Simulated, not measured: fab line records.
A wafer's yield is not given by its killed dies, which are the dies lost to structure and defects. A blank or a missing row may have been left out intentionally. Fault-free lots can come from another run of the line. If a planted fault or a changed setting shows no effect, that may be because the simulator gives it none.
Split-lot experiment | flow n5Finfet | on a route of 1938 steps: 7 lots, 21 wafers read

## THE SPLIT ITSELF
At N5_BEOL_M4_COAT_73 (time 60 s, resist thk 5 nm), the setting spinRpm was moved away from the recipe's 1500 rpm on 5 of the 21 wafers read, by -3.2% to +9.0%. The other wafers ran this setting at the recipe's value.

## FROM SPLIT TO READING: 1 step shown by the file between the two
- N5_BEOL_M4_DESCUM_16: chemistry O2, time 7 s (also split here: timeS)

## THE READING
etch.depthNm (the simulator's own value, which no gauge read), in nm, at N5_BEOL_M4_ETCH_74 (etches underlayer in N2/H2, target depth 6.5 nm, time 5.2 s). The file does not state a usual value for it. Average 4.986 nm, standard deviation 0.015 nm, over the 16 wafers here run with the recipe.

wafer  | tool, chamber at the split | spinRpm as run, rpm | against the recipe | etch.depthNm, nm | against lot-mates on the recipe
L076.3 | lithoTrack-04, 0           | 1500                | recipe             | 5.001            | -
L076.4 | lithoTrack-04, 0           | 1500                | recipe             | 4.985            | -
L076.6 | lithoTrack-04, 0           | 1567                | +4.5%              | 4.878            | -0.115
L077.1 | lithoTrack-03, 0           | 1500                | recipe             | 4.988            | -
L077.2 | lithoTrack-03, 0           | 1500                | recipe             | 5                | -
L077.6 | lithoTrack-03, 0           | 1500                | recipe             | 4.987            | -
L081.2 | lithoTrack-03, 0           | 1500                | recipe             | 4.987            | -
L081.3 | lithoTrack-03, 0           | 1569                | +4.6%              | 4.88             | -0.109
L081.6 | lithoTrack-03, 0           | 1500                | recipe             | 4.992            | -
L080.1 | lithoTrack-04, 0           | 1500                | recipe             | 4.99             | -
L080.4 | lithoTrack-04, 0           | 1452                | -3.2%              | 5.087            | +0.094
L080.5 | lithoTrack-04, 0           | 1500                | recipe             | 4.996            | -
L079.2 | lithoTrack-04, 0           | 1500                | recipe             | 4.998            | -
L079.4 | lithoTrack-04, 0           | 1635                | +9.0%              | 4.775            | -0.229
L079.6 | lithoTrack-04, 0           | 1500                | recipe             | 5.01             | -
L084.2 | lithoTrack-03, 0           | 1500                | recipe             | 4.958            | -
L084.4 | lithoTrack-03, 0           | 1500                | recipe             | 4.964            | -
L084.6 | lithoTrack-03, 0           | 1610                | +7.3%              | 4.809            | -0.152
L085.1 | lithoTrack-04, 0           | 1500                | recipe             | 4.979            | -
L085.3 | lithoTrack-04, 0           | 1500                | recipe             | 4.957            | -
L085.6 | lithoTrack-04, 0           | 1500                | recipe             | 4.988            | -

FIT RESULTS
A straight line over all 21 wafers: etch.depthNm changes by -0.0244 nm for each +1% of spinRpm; r = -0.98; the points scatter about the line by 0.015 nm.
The same after taking each lot's own level away (the mean of its wafers on the recipe; 21 wafers): -0.0243 nm for each +1%; r = -0.99; scatter 0.01 nm.
On that fit, the largest move of spinRpm shifts the reading by 0.22 nm.
The lots' own levels span 4.9610 to 5.0040 nm, that is 2.9 times the standard deviation above.
Consequently the slope shifts little with the lot-to-lot level, the two slopes agreeing.
Check: -0.208 nm against its lot-mates is what the line predicts for one of the wafers moved furthest among these (+9.0%) when that wafer is left out of the fit. It came out at -0.229 nm against them.

## OTHER SPLITS APPLIED TO THESE WAFERS
Other splits were also applied to these wafers ahead of the reading. Each is held against what the fit with the lots' levels taken away leaves over:
other split on the same wafers    | wafers away from the commonest value | r with etch.depthNm (lot level and that fit taken away)
N5_BEOL_M1_COAT_05 spinRpm        | 7                                    | +0.34
N5_BEOL_M1_VIA_ETCH_34 timeS      | 4                                    | -0.32
N5_BEOL_M1_TRENCH_ETCH_37 sourceW | 8                                    | +0.07
N5_BEOL_M2_ETCH_74 sourceW        | 7                                    | +0.04
N5_BEOL_M2_ETCH_64 sourceW        | 9                                    | -0.06
N5_BEOL_M3_DEP_57 timeS           | 6                                    | +0.11
N5_BEOL_M4_DESCUM_16 timeS        | 6                                    | +0.25

## THE FILE'S OWN FIT
etch.depthNm changes by -0.0242 nm for each +1% of spinRpm, r = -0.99.
